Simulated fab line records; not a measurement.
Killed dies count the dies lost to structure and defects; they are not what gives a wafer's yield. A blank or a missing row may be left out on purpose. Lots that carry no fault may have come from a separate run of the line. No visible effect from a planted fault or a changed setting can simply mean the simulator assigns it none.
fab line records    flow nand-harc
record: lots: 13  wafers: 39  last-day: 34
route steps=1302 shown A_ZERO_WELL@403 A_ONON_D1@427
lots that met no fault: from a run of the same line without faults
start-h: start of the lot's first displayed wafer, in hours after the record's first day    wait-h: hours since the lot's step before    " same as the row above    L1.1+2: a single row standing in for several wafers    - no value, or no start given    * or withheld: withheld    < > ~ a bound
route shown NAME@n: a module of which the file shows steps, and the number in the route of the first    usual: mean/standard deviation of fault-free wafers    same: alike in all rows    chamber/n: place in a boat    sites: per-site readings    _std_site: the standard deviation of these    _edge_site: mean of outer sites minus mean of inner sites    radius-mm: for every site, how far away it sits from the centre of the wafer    mask NAME#n: copy n    behind: the most recent tool/chamber to have shaped the wafer    hold: the reason the lot was held/the length of the hold in hours/how it ended    device: which transistor (n, p or np) failed to switch    end of line: tests run on the same wafers once the route is complete    a step without rows: its recipe alone    killed: not the wafer's yield, but the dies lost to structure and defects at the first sort    map: per-die view of a wafer (x killed, . not killed, _ where there is no die)
set.NAME: the run value of the setting; set.NAME@STEP: its run value at that earlier step    model.NAME: the simulator's own value behind a step, which no gauge read
a sample of lots followed through the steps of the route, with each step as a table and each wafer as a row
services: a tool's chamber out of use, with start hour (start-h, from the record's first day; less than 0 if before it), hours out, and reason
== steps ==
step: NHARC_A_ZERO_WELL_DESCUM_12
recipe: time-s: 3  o2-flow-sccm: 200  ar-flow-sccm: 0  bias-power-w: 0  chemistry: O2
usual: drypump-motor-current-A: 5.6/0.46  o2-flow-sccm: 199.9/0.65  oes-product-au: 0.999/0.011  rf-vpp-V: 57.5/1  showerhead-plenum-p-Torr: 1.88/0.09  throttle-valve-pct: 11.311/0.0085
lot.wafer  tool         chamber  start-h  wait-h  drypump-motor-current-A  o2-flow-sccm  oes-product-au  rf-hours-counter-h  rf-vpp-V  showerhead-plenum-p-Torr  throttle-valve-pct
L294.2     rie-diel-11  0        134.85   -       6.0                      200.9         0.996           13                  57.5      1.81                      11.322
L294.1     "            2        "        "       6.1                      199.6         0.988           12                  57.6      1.80                      11.314
L294.6     "            0        "        "       6.0                      199.7         0.999           -                   56.2      1.81                      11.301
L295.3     rie-diel-06  3        156.14   -       6.2                      200.8         0.994           0                   57.9      1.90                      11.304
L295.4     "            1        "        "       4.7                      199.7         1.000           0                   58.2      1.92                      11.314
L295.6     "            0        "        "       5.5                      200.2         0.988           -                   56.8      1.78                      11.305
L297.4     rie-diel-06  1        171.81   -       4.7                      200.1         1.008           1                   57.5      1.92                      11.310
L297.3     "            2        "        "       5.6                      199.2         1.014           1                   58.0      2.02                      11.332
L297.2     "            0        "        "       5.5                      200.3         0.993           1                   58.4      1.78                      11.319
L298.1     rie-diel-11  2        175.73   -       6.1                      199.9         0.988           28                  56.0      1.79                      11.309
L298.3     "            0        "        "       6.0                      199.0         0.992           28                  58.7      1.81                      11.306
L298.6     "            1        "        "       5.5                      200.7         0.986           -                   57.5      1.83                      11.311
L300.2     rie-diel-06  0        202.46   -       5.5                      199.7         0.996           2                   58.1      1.78                      11.324
L300.1     "            2        "        "       5.6                      200.4         1.020           1                   57.6      2.02                      11.323
L300.5     "            1        "        "       4.7                      200.1         1.003           -                   56.7      1.92                      11.310
L305.2     rie-diel-06  2        249.91   -       5.6                      200.1         1.016           3                   56.3      2.02                      11.315
L305.4     "            3        "        "       6.2                      199.5         0.995           3                   57.6      1.90                      11.312
L305.1     "            0        "        "       5.6                      200.0         0.994           3                   57.2      1.78                      11.299
L308.3     rie-diel-06  2        284.91   -       5.6                      199.9         1.005           4                   58.0      2.02                      11.316
L308.2     "            0        "        "       5.6                      198.1         1.000           4                   56.3      1.78                      11.305
L308.6     "            1        "        "       4.7                      200.3         1.008           -                   57.9      1.92                      11.328
L310.2     rie-diel-11  1        296.91   -       5.5                      200.8         1.001           10                  57.3      1.82                      11.306
L310.3     "            2        "        "       6.0                      201.4         1.007           9                   57.6      1.78                      11.315
L310.5     "            0        "        "       5.9                      199.5         1.013           -                   59.4      1.80                      11.304
L312.4     rie-diel-06  2        316.35   -       5.6                      200.3         1.018           0                   58.3      2.02                      11.304
L312.3     "            3        "        "       6.2                      198.9         1.002           0                   57.4      1.89                      11.319
L312.1     "            0        "        "       5.5                      199.8         0.988           0                   57.5      1.78                      11.309
L313.4     rie-diel-06  2        326.62   -       5.6                      200.5         1.006           0                   56.8      2.02                      11.321
L313.1     "            0        "        "       5.5                      199.0         0.983           0                   56.7      1.78                      11.300
L313.3     "            1        "        "       4.7                      199.7         1.003           0                   59.0      1.92                      11.308
L314.2     rie-diel-06  1        337.46   -       4.7                      199.9         0.995           0                   58.2      1.92                      11.297
L314.5     "            0        "        "       5.5                      200.5         0.967           -                   56.6      1.78                      11.313
L314.6     "            1        "        "       4.7                      200.0         0.988           -                   56.8      1.92                      11.306
L315.2     rie-diel-06  2        352.52   -       5.6                      200.3         1.013           1                   58.3      2.02                      11.297
L315.1     "            3        "        "       6.2                      199.7         0.997           1                   57.2      1.89                      11.308
L315.3     "            1        "        "       4.7                      200.4         0.996           1                   57.4      1.92                      11.310
L317.2     rie-diel-11  2        367.34   -       6.1                      199.3         0.989           33                  56.3      1.77                      11.316
L317.3     "            3        "        "       5.7                      200.4         0.978           32                  56.4      1.89                      11.310
L317.4     "            2        "        "       6.0                      198.4         0.996           -                   56.9      1.77                      11.314
step: NHARC_A_ONON_D1_THK_MEAS_05
recipe: thk-meas-gauge: ellipsometry
usual: thk-nm: 1005/8.3
lot.wafer  tool           chamber  start-h  wait-h  thk-nm
L294.1     film-metro-02  -        158.68   -       999
L294.2     "              -        "        "       1001
L294.6     "              -        "        "       1002
L295.3     film-metro-01  -        177.59   -       1008
L295.4     "              -        "        "       1006
L295.6     "              -        "        "       1005
L297.2     film-metro-01  -        193.81   -       995
L297.3     "              -        "        "       997
L297.4     "              -        "        "       995
L298.1     film-metro-02  -        198.89   -       1018
L298.3     "              -        "        "       1018
L298.6     "              -        "        "       1017
L300.1     film-metro-02  -        225.95   -       1004
L300.2     "              -        "        "       1004
L300.5     "              -        "        "       1003
L305.1     film-metro-02  -        272.59   -       1021
L305.2     "              -        "        "       1019
L305.4     "              -        "        "       1017
L308.2     film-metro-01  -        307.41   -       1008
L308.3     "              -        "        "       1006
L308.6     "              -        "        "       1008
L310.2     film-metro-01  -        319.39   -       1003
L310.3     "              -        "        "       1001
L310.5     "              -        "        "       1002
L312.1     film-metro-01  -        339.86   -       1007
L312.3     "              -        "        "       1004
L312.4     "              -        "        "       1006
L313.1     film-metro-02  -        350.25   -       993
L313.3     "              -        "        "       998
L313.4     "              -        "        "       996
L314.2     film-metro-01  -        359.82   -       1014
L314.5     "              -        "        "       1018
L314.6     "              -        "        "       1016
L315.1     film-metro-01  -        375.21   -       1008
L315.2     "              -        "        "       1011
L315.3     "              -        "        "       1010
L317.2     film-metro-02  -        391.92   -       998
L317.3     "              -        "        "       998
L317.4     "              -        "        "       1000
step: NHARC_A_ONON_D1_DEP_22
recipe: target-thk-a: 10000  n2-flow-sccm: 2750  n2o-flow-sccm: 2000  nh3-flow-sccm: 500  sih4-flow-sccm: 210  temp-c: 400
usual: nh3-flow-sccm: 500.6/1.5
lot.wafer  tool           chamber  start-h  wait-h  nh3-flow-sccm
L294.1     pecvd-onon-04  0        168.81   0.1     502.0
L294.2     "              0        "        "       502.9
L294.6     "              0        "        "       499.3
L295.3     pecvd-onon-01  0        189.04   0.2     501.5
L295.4     "              0        "        "       502.1
L295.6     "              0        "        "       502.3
L297.2     pecvd-onon-03  0        204.22   0.1     502.0
L297.3     "              0        "        "       501.6
L297.4     "              0        "        "       500.2
L298.1     pecvd-onon-01  0        208.94   0.1     500.5
L298.3     "              0        "        "       499.5
L298.6     "              0        "        "       500.2
L300.1     pecvd-onon-01  0        239.71   0.1     499.7
L300.2     "              0        "        "       501.6
L300.5     "              0        "        "       500.4
L305.1     pecvd-onon-04  0        284.11   0.1     502.1
L305.2     "              0        "        "       499.4
L305.4     "              0        "        "       501.6
L308.2     pecvd-onon-03  0        318.72   0.2     499.1
L308.3     "              0        "        "       499.1
L308.6     "              0        "        "       498.5
L310.2     pecvd-onon-04  0        330.87   0.1     500.7
L310.3     "              0        "        "       499.9
L310.5     "              0        "        "       500.1
L312.1     pecvd-onon-01  0        349.99   0.1     499.4
L312.3     "              0        "        "       497.8
L312.4     "              0        "        "       500.2
L313.1     pecvd-onon-01  0        362.28   0.1     499.3
L313.3     "              0        "        "       499.7
L313.4     "              0        "        "       501.0
L314.2     pecvd-onon-01  0        369.81   0.1     502.8
L314.5     "              0        "        "       499.0
L314.6     "              0        "        "       500.6
L315.1     pecvd-onon-01  0        385.66   0.1     500.1
L315.2     "              0        "        "       499.2
L315.3     "              0        "        "       498.6
L317.2     pecvd-onon-03  0        402.04   0.1     498.4
L317.3     "              0        "        "       497.2
L317.4     "              0        "        "       502.5
step: NHARC_A_ONON_D1_THK_MEAS_24
recipe: thk-meas-gauge: ellipsometry
usual: thk-nm: 999/7.2
lot.wafer  tool           chamber  start-h  wait-h  thk-nm
L294.1     film-metro-02  -        169.32   -       984
L294.2     "              -        "        "       986
L294.6     "              -        "        "       982
L295.3     film-metro-01  -        189.44   -       1003
L295.4     "              -        "        "       1004
L295.6     "              -        "        "       1006
L297.2     film-metro-01  -        204.67   -       1004
L297.3     "              -        "        "       1004
L297.4     "              -        "        "       1004
L298.1     film-metro-01  -        209.45   -       1003
L298.3     "              -        "        "       1004
L298.6     "              -        "        "       1003
L300.1     film-metro-02  -        240.21   -       687
L300.2     "              -        "        "       990
L300.5     "              -        "        "       990
L305.1     film-metro-02  -        284.62   -       1002
L305.2     "              -        "        "       1004
L305.4     "              -        "        "       1002
L308.2     film-metro-02  -        319.17   -       1004
L308.3     "              -        "        "       1002
L308.6     "              -        "        "       1004
L310.2     film-metro-01  -        331.33   -       993
L310.3     "              -        "        "       993
L310.5     "              -        "        "       994
L312.1     film-metro-02  -        350.50   -       996
L312.3     "              -        "        "       997
L312.4     "              -        "        "       997
L313.1     film-metro-02  -        362.79   -       1005
L313.3     "              -        "        "       1004
L313.4     "              -        "        "       1005
L314.2     film-metro-02  -        370.27   -       996
L314.5     "              -        "        "       994
L314.6     "              -        "        "       996
L315.1     film-metro-01  -        386.17   -       992
L315.2     "              -        "        "       991
L315.3     "              -        "        "       991
L317.2     film-metro-02  -        402.49   -       994
L317.3     "              -        "        "       994
L317.4     "              -        "        "       995
== services ==
tool           chamber  start-h  hours  kind
pecvd-onon-04  -        130.00   13.0   pm
rie-diel-06    -        130.20   9.0    pm
rie-diel-06    0        130.20   9.0    vent-cycle
rie-diel-06    1        130.20   9.0    vent-cycle
rie-diel-06    2        130.20   9.0    vent-cycle
rie-diel-06    3        130.20   9.0    vent-cycle
rie-diel-06    0        139.20   -      clean
rie-diel-11    3        172.14   8.8    repair
rie-diel-11    0        182.85   2.5    repair
rie-diel-06    3        199.06   6.0    repair
rie-diel-06    -        200.35   0.3    repair
rie-diel-11    0        200.53   12.7   repair
pecvd-onon-03  -        227.48   13.0   pm
rie-diel-06    -        234.73   0.2    repair
rie-diel-11    0        257.08   4.7    repair
rie-diel-11    -        258.79   9.0    pm
pecvd-onon-01  -        269.16   13.0   pm
rie-diel-06    -        307.20   9.0    pm
rie-diel-11    0        310.70   132.0  repair
pecvd-onon-04  -        311.00   13.0   pm
rie-diel-11    1        344.06   5.6    repair
rie-diel-06    -        354.87   4.6    repair
rie-diel-06    0        386.58   8.9    repair
rie-diel-11    3        395.85   1.2    repair
== key ==
first-sign: step: NHARC_A_ONON_D1_THK_MEAS_24  reading: thk-nm  direction: down  sigmas: 43  usual: 999  struck: 687
effect none on later readings
met-at NHARC_A_ONON_D1_DEP_22
struck-lots L300
struck-wafers L300.1
later-rows-left-out L300.1
sort-left-out L300.1
tester-left-out L300
not-acting-at NHARC_A_ZERO_WELL_DESCUM_12,NHARC_A_ONON_D1_THK_MEAS_05
onset-between 208.94 239.71
fault: kind: process-parameter-drift  tool: pecvd-onon-01  chamber: -  onset-h: 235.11  steps: NHARC_A_ONON_D1_DEP_22  channel: target-thk-a  offset: *  shape: step  end-h: 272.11  scope: struck-wafers-only  acts-in: *  stated: *
tester-left-out: of these lots the tester's yield and bins aren't shown, on N5 and GAA mostly nor the transistor test; their killed dies are dies lost to structure and defects alone, not to doping, threshold or leakage, so they don't give the yield
sort-left-out: the simulated sort isn't trusted on such a fault, so these wafers' sort isn't shown, and their yield isn't known
later-rows-left-out: the simulator's readings of these wafers behind a module that went badly wrong aren't trusted and aren't shown, but for the sort
